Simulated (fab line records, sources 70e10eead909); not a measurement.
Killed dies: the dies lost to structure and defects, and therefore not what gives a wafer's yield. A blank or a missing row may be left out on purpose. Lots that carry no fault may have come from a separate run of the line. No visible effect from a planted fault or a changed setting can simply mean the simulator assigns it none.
What tool caused it?	flow nand harc	12 lots with 36 wafers sampled at 6 steps, on a route of 1302 steps

## WHAT THE GAUGES READ, wafer by wafer
NHARC_P_ZERO_WELL_CD_MEAS_37: target cd 720 nm. Usual: cd nm at 721.1 nm, with a standard deviation of 2.2.
lot	measured	on	cd nm (nm)	flag
L313	day 2 00:07	cd sem-01	724.5 719.4 721.8	
L316	day 3 06:19	cd sem-02	720.0 722.1 724.6	
L318	day 4 02:58	cd sem-02	719.2 721.7 720.2	
L319	day 4 12:06	cd sem-01	718.5 720.1 722.8	
L320	day 4 22:06	cd sem-03	720.5 721.0 719.3	
L323	day 6 04:05	cd sem-02	721.4 720.1 721.5	
L324	day 6 16:20	cd sem-01	721.4 721.3 725.6	
L327	day 7 19:52	cd sem-02	- - -	OFF
L328	day 8 06:12	cd sem-02	726.2 725.3 723.5	
L331	day 9 12:06	cd sem-01	720.0 720.5 718.4	
L332	day 9 22:17	cd sem-01	723.1 717.6 722.0	
L336	day 11 14:06	cd sem-02	723.2 721.0 715.5	

NHARC_P_GATE_INSPECT_28. Usual: raw defect count at 6, with a standard deviation of 3.2.
lot	measured	on	raw defect count	flag
L313	day 5 11:29	defect inspect-01	3 6 8	
L316	day 6 18:22	defect inspect-01	5 7 5	
L318	day 7 08:21	defect inspect-02	11 5 5	
L319	day 7 22:07	defect inspect-01	3 2 6	
L320	day 7 21:28	defect inspect-02	5 4 4	
L323	day 9 13:58	defect inspect-01	5 8 3	
L324	day 9 20:26	defect inspect-01	6 3 3	
L328	day 11 02:21	defect inspect-01	7 3 7	
L331	day 13 01:14	defect inspect-02	7 6 4	
L332	day 13 07:11	defect inspect-01	4 8 5	
L336	day 14 11:11	defect inspect-01	5 13 7	

NHARC_END_SORT_01. Usual: killed at array 47, standard deviation 18; killed at other 0.9, standard deviation 1.1; killed at periphery 4, standard deviation 3.1; killed dies 52, standard deviation 18; killed open 3.1, standard deviation 1.5; killed short 2.4, standard deviation 1.5.
lot	measured	on	killed at array	killed at other	killed at periphery	killed dies	killed open	killed short	flag
L327	day 30 07:50	prober-01	81 72 100	0 0 0	596 605 577	677 677 677	4 5 2	7 3 2	OFF

## EACH LOT AND THE TOOL THAT RAN IT (in order: tool; ch and the chambers of the sampled wafers; start)
lot	NHARC_P_ZERO_WELL_EXPOSE_34	NHARC_P_GATE_ETCH_114	NHARC_P_GATE_STRIP_75
L313	krf scanner-02 ch 0, day 1 23:58	rie diel-05 ch 0,2, day 6 00:11 or earlier	plasma asher-01 ch 0,1, day 6 00:11
L316	krf scanner-02 ch 0, day 3 06:10	rie diel-09 ch 0,1, day 7 06:55 or earlier	plasma asher-02 ch 0,1, day 7 06:55
L318	krf scanner-03 ch 0, day 4 02:49	rie diel-09 ch 1,2, day 7 21:14 or earlier	plasma asher-02 ch 0,1, day 7 21:14
L319	krf scanner-01 ch 0, day 4 11:57	rie diel-09 ch 0,1,2, day 8 13:01 or earlier	plasma asher-02 ch 0,1, day 8 13:01
L320	krf scanner-03 ch 0, day 4 21:57	rie diel-09 ch 0,1, day 8 10:02 or earlier	plasma asher-01 ch 0,1, day 8 10:02
L323	krf scanner-02 ch 0, day 6 03:56	rie diel-13 ch 2,3, day 10 02:58 or earlier	plasma asher-02 ch 0,1, day 10 02:58
L324	krf scanner-02 ch 0, day 6 16:11	rie diel-05 ch 0,1,2, day 10 09:23 or earlier	plasma asher-02 ch 0,1, day 10 09:23
L327	krf scanner-01 ch 0, day 7 19:43	-	-
L328	krf scanner-01 ch 0, day 8 06:03	rie diel-09 ch 1,2,3, day 11 17:26 or earlier	plasma asher-01 ch 0,1, day 11 17:26
L331	krf scanner-02 ch 0, day 9 11:57	rie diel-13 ch 0,2, day 13 15:55 or earlier	plasma asher-02 ch 0,1, day 13 15:55
L332	krf scanner-02 ch 0, day 9 22:08	rie diel-09 ch 1,2,3, day 13 20:01 or earlier	plasma asher-02 ch 0, day 13 20:01
L336	krf scanner-03 ch 0, day 11 13:56	rie diel-05 ch 0,1,3, day 14 23:48 or earlier	plasma asher-01 ch 0,1, day 14 23:48
- NHARC_P_ZERO_WELL_EXPOSE_34: exposes mask P PWELL, target cd 720 nm.
- NHARC_P_GATE_ETCH_114: etches the open film in CF4/O2, target depth 30 nm, overetch 3 nm, time 16.5 s.
- NHARC_P_GATE_STRIP_75: strips in O2.

## AS READ BY THE TOOLS THEMSELVES (means over the sampled wafers that have a number; for cases with no such wafer, the mark the record gives instead)
NHARC_P_GATE_ETCH_114. Usual: chamber pressure mTorr 30.000 mTorr, standard deviation 0.029; drypump motor current A 5.9 A, standard deviation 0.48; oes_ar_750_au 1.000 a.u., standard deviation 0.0044; oes product au 0.999 a.u., standard deviation 0.013; rf vpp V 197.5 V, standard deviation 1.4; showerhead plenum p Torr 1.32 Torr, standard deviation 0.058; throttle valve pct 13.397 %, standard deviation 0.01.
lot	tool	chamber pressure mTorr (mTorr)	drypump motor current A (A)	oes_ar_750_au (a.u.)	oes product au (a.u.)	rf vpp V (V)	showerhead plenum p Torr (Torr)	throttle valve pct (%)	flag
L313	rie diel-05	30.006	6.2	1.004	1.006	197.5	1.31	13.399	
L316	rie diel-09	29.990	6.0	1.001	0.994	196.6	1.31	13.396	
L318	rie diel-09	29.987	6.0	1.000	1.005	197.0	1.31	13.396	
L319	rie diel-09	30.008	6.0	1.002	0.999	197.5	1.31	13.401	
L320	rie diel-09	30.025	6.0	1.001	0.998	197.3	1.31	13.399	
L323	rie diel-13	30.002	6.1	1.003	1.001	198.8	1.37	13.388	
L324	rie diel-05	30.026	5.8	1.004	0.999	198.3	1.35	13.399	
L328	rie diel-09	30.013	6.1	0.994	1.003	197.5	1.30	13.401	
L331	rie diel-13	29.985	5.8	1.002	1.007	198.9	1.39	13.394	
L332	rie diel-09	29.986	6.1	1.001	1.007	196.8	1.30	13.405	
L336	rie diel-05	30.019	6.1	1.003	0.992	196.8	1.32	13.403	

NHARC_P_GATE_STRIP_75. Usual: drypump motor current A 5.67 A, standard deviation 0.19; heater power w 309 W, standard deviation 24.
lot	tool	drypump motor current A (A)	heater power w (W)	flag
L313	plasma asher-01	5.63	298	
L316	plasma asher-02	5.64	307	
L318	plasma asher-02	5.63	311	
L319	plasma asher-02	5.79	318	
L320	plasma asher-01	5.62	302	
L323	plasma asher-02	5.64	311	
L324	plasma asher-02	5.64	310	
L328	plasma asher-01	5.63	297	
L331	plasma asher-02	5.62	296	
L332	plasma asher-02	5.48	283	
L336	plasma asher-01	5.61	318	

## THE ANSWER, worked out from the rows above alone
Rule: take the mean of a lot's wafers that have a number; if it is more than 3 standard deviations from the usual mean, the lot is off. Also off: a lot with no number at a reading for which 4 or more lots have one. Where the step has rows for the other lots, those lots are counted as sound. After the gauges, taken in route order, come the tools' own readings; for these a lot's mean is taken, as printed above. The first step at which some lot is off is used, and at that step the reading that is off furthest; a lot without a number counts as furthest.
Off at NHARC_P_ZERO_WELL_CD_MEAS_37 (cd nm): L327. Without a number there: L327.
A tool fits if, at a process step before that reading, it ran every lot that is off, and no sound lot after the first of them. The gauges at NHARC_P_ZERO_WELL_CD_MEAS_37 aren't tried: what is off there is off at NHARC_END_SORT_01 too, on other tools, and a gauge's error can't cause that. No candidate that was tried fits.

## WHAT THE SIMULATOR PUT IN
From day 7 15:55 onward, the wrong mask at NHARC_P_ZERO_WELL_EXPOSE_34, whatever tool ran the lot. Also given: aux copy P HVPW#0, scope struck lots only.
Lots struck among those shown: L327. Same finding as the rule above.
